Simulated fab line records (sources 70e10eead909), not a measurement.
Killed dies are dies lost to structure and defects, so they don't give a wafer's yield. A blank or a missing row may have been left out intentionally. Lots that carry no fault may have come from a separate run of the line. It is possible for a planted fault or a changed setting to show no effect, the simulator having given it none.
Matching of chambers / flow nand-harc / rie-diel-03 running NHARC_A_CONTACT_ETCH_106: 4 sister chambers
The step etches the open film in CF4/O2, target depth 60 nm, overetch 6 nm, time 33 s. 30 wafers are shown with their chamber, then 12 later ones without.

== WAFERS PAIRED WITH THEIR CHAMBERS ==
wafer=L074.1; chamber=1; drypump-motor-current-A (A)=6.0; rf-vpp-V (V)=195.0; oes-product-au (a.u.)=1.005
wafer=L074.2; chamber=3; drypump-motor-current-A (A)=6.7; rf-vpp-V (V)=197.8; oes-product-au (a.u.)=0.984
wafer=L074.5; chamber=3; drypump-motor-current-A (A)=6.7; rf-vpp-V (V)=197.3; oes-product-au (a.u.)=0.981
wafer=L077.3; chamber=0; drypump-motor-current-A (A)=5.9; rf-vpp-V (V)=197.2; oes-product-au (a.u.)=0.995
wafer=L077.4; chamber=1; drypump-motor-current-A (A)=6.0; rf-vpp-V (V)=196.2; oes-product-au (a.u.)=1.008
wafer=L077.6; chamber=0; drypump-motor-current-A (A)=5.9; rf-vpp-V (V)=198.7; oes-product-au (a.u.)=1.002
wafer=L075.2; chamber=0; drypump-motor-current-A (A)=5.9; rf-vpp-V (V)=196.8; oes-product-au (a.u.)=1.005
wafer=L075.3; chamber=2; drypump-motor-current-A (A)=5.6; rf-vpp-V (V)=198.5; oes-product-au (a.u.)=1.001
wafer=L075.5; chamber=2; drypump-motor-current-A (A)=5.6; rf-vpp-V (V)=199.0; oes-product-au (a.u.)=1.000
wafer=L078.2; chamber=0; drypump-motor-current-A (A)=5.9; rf-vpp-V (V)=196.6; oes-product-au (a.u.)=1.004
wafer=L078.3; chamber=1; drypump-motor-current-A (A)=6.0; rf-vpp-V (V)=195.3; oes-product-au (a.u.)=0.990
wafer=L078.5; chamber=1; drypump-motor-current-A (A)=6.0; rf-vpp-V (V)=197.5; oes-product-au (a.u.)=0.994
wafer=L076.2; chamber=0; drypump-motor-current-A (A)=5.9; rf-vpp-V (V)=197.5; oes-product-au (a.u.)=1.007
wafer=L076.4; chamber=1; drypump-motor-current-A (A)=6.0; rf-vpp-V (V)=196.9; oes-product-au (a.u.)=0.994
wafer=L076.5; chamber=2; drypump-motor-current-A (A)=5.5; rf-vpp-V (V)=199.7; oes-product-au (a.u.)=0.988
wafer=L079.2; chamber=1; drypump-motor-current-A (A)=6.0; rf-vpp-V (V)=195.9; oes-product-au (a.u.)=1.006
wafer=L079.3; chamber=3; drypump-motor-current-A (A)=6.7; rf-vpp-V (V)=196.7; oes-product-au (a.u.)=1.000
wafer=L079.6; chamber=2; drypump-motor-current-A (A)=5.5; rf-vpp-V (V)=199.9; oes-product-au (a.u.)=0.996
wafer=L081.1; chamber=0; drypump-motor-current-A (A)=5.9; rf-vpp-V (V)=198.3; oes-product-au (a.u.)=1.010
wafer=L081.2; chamber=3; drypump-motor-current-A (A)=6.7; rf-vpp-V (V)=197.6; oes-product-au (a.u.)=0.994
wafer=L081.4; chamber=2; drypump-motor-current-A (A)=5.6; rf-vpp-V (V)=200.6; oes-product-au (a.u.)=0.990
wafer=L082.1; chamber=2; drypump-motor-current-A (A)=5.6; rf-vpp-V (V)=199.0; oes-product-au (a.u.)=0.999
wafer=L082.3; chamber=1; drypump-motor-current-A (A)=6.0; rf-vpp-V (V)=195.2; oes-product-au (a.u.)=1.006
wafer=L082.5; chamber=1; drypump-motor-current-A (A)=6.0; rf-vpp-V (V)=198.2; oes-product-au (a.u.)=0.997
wafer=L084.1; chamber=2; drypump-motor-current-A (A)=5.6; rf-vpp-V (V)=198.5; oes-product-au (a.u.)=0.985
wafer=L084.2; chamber=1; drypump-motor-current-A (A)=6.1; rf-vpp-V (V)=195.9; oes-product-au (a.u.)=1.005
wafer=L084.6; chamber=3; drypump-motor-current-A (A)=6.7; rf-vpp-V (V)=196.3; oes-product-au (a.u.)=0.995
wafer=L087.2; chamber=3; drypump-motor-current-A (A)=6.6; rf-vpp-V (V)=196.8; oes-product-au (a.u.)=0.995
wafer=L087.4; chamber=1; drypump-motor-current-A (A)=6.1; rf-vpp-V (V)=197.6; oes-product-au (a.u.)=1.000
wafer=L087.5; chamber=0; drypump-motor-current-A (A)=5.9; rf-vpp-V (V)=196.9; oes-product-au (a.u.)=0.990

SIGNATURES (averages over the wafers above)
reading=drypump-motor-current-A; chamber 0=5.900; chamber 1=6.020; chamber 2=5.571; chamber 3=6.683; scatter within a chamber=0.0385
reading=rf-vpp-V; chamber 0=197.429; chamber 1=196.370; chamber 2=199.314; chamber 3=197.083; scatter within a chamber=0.886
reading=oes-product-au; chamber 0=1.00186; chamber 1=1.00050; chamber 2=0.99414; chamber 3=0.99150; scatter within a chamber=0.00672
Rule: for a wafer and a chamber, the distance is found by dividing, reading by reading, the gap between the wafer's reading and the chamber's mean by the reading's scatter, squaring, summing and taking the root. The wafer belongs to the nearest chamber; if the next one is less than 2 further off, it can't be placed. How the scatter is found: for the shown wafers, subtract from each reading the mean of its chamber, square and add these, divide the total by (wafers less chambers), then take the root.

== WAFERS WITHOUT THEIR CHAMBER ==
wafer=L086.1; drypump-motor-current-A (A)=5.5; rf-vpp-V (V)=199.3; oes-product-au (a.u.)=1.008
wafer=L086.4; drypump-motor-current-A (A)=6.7; rf-vpp-V (V)=198.2; oes-product-au (a.u.)=1.019
wafer=L086.6; drypump-motor-current-A (A)=6.0; rf-vpp-V (V)=195.7; oes-product-au (a.u.)=1.003
wafer=L088.2; drypump-motor-current-A (A)=6.6; rf-vpp-V (V)=196.2; oes-product-au (a.u.)=0.999
wafer=L088.3; drypump-motor-current-A (A)=5.5; rf-vpp-V (V)=198.8; oes-product-au (a.u.)=0.996
wafer=L088.6; drypump-motor-current-A (A)=5.9; rf-vpp-V (V)=197.6; oes-product-au (a.u.)=0.998
wafer=L093.1; drypump-motor-current-A (A)=5.9; rf-vpp-V (V)=199.1; oes-product-au (a.u.)=1.007
wafer=L093.2; drypump-motor-current-A (A)=6.0; rf-vpp-V (V)=195.5; oes-product-au (a.u.)=0.996
wafer=L093.6; drypump-motor-current-A (A)=5.6; rf-vpp-V (V)=198.2; oes-product-au (a.u.)=0.994
wafer=L097.2; drypump-motor-current-A (A)=5.6; rf-vpp-V (V)=200.9; oes-product-au (a.u.)=0.985
wafer=L097.4; drypump-motor-current-A (A)=6.0; rf-vpp-V (V)=196.5; oes-product-au (a.u.)=1.008
wafer=L097.6; drypump-motor-current-A (A)=6.0; rf-vpp-V (V)=195.8; oes-product-au (a.u.)=0.995

== EACH ONE'S CHAMBER ==
wafer=L086.1; from the rows above=2; in truth=2
wafer=L086.4; from the rows above=3; in truth=3
wafer=L086.6; from the rows above=1; in truth=1
wafer=L088.2; from the rows above=3; in truth=3
wafer=L088.3; from the rows above=2; in truth=2
wafer=L088.6; from the rows above=0; in truth=0
wafer=L093.1; from the rows above=0; in truth=0
wafer=L093.2; from the rows above=1; in truth=1
wafer=L093.6; from the rows above=2; in truth=2
wafer=L097.2; from the rows above=2; in truth=2
wafer=L097.4; from the rows above=can't be placed: 1 or 0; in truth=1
wafer=L097.6; from the rows above=1; in truth=1
Placed correctly: 11 of 12. Cannot be placed on the basis of these rows: 1; the candidates contain the true chamber in 1. Number placed wrongly: 0.
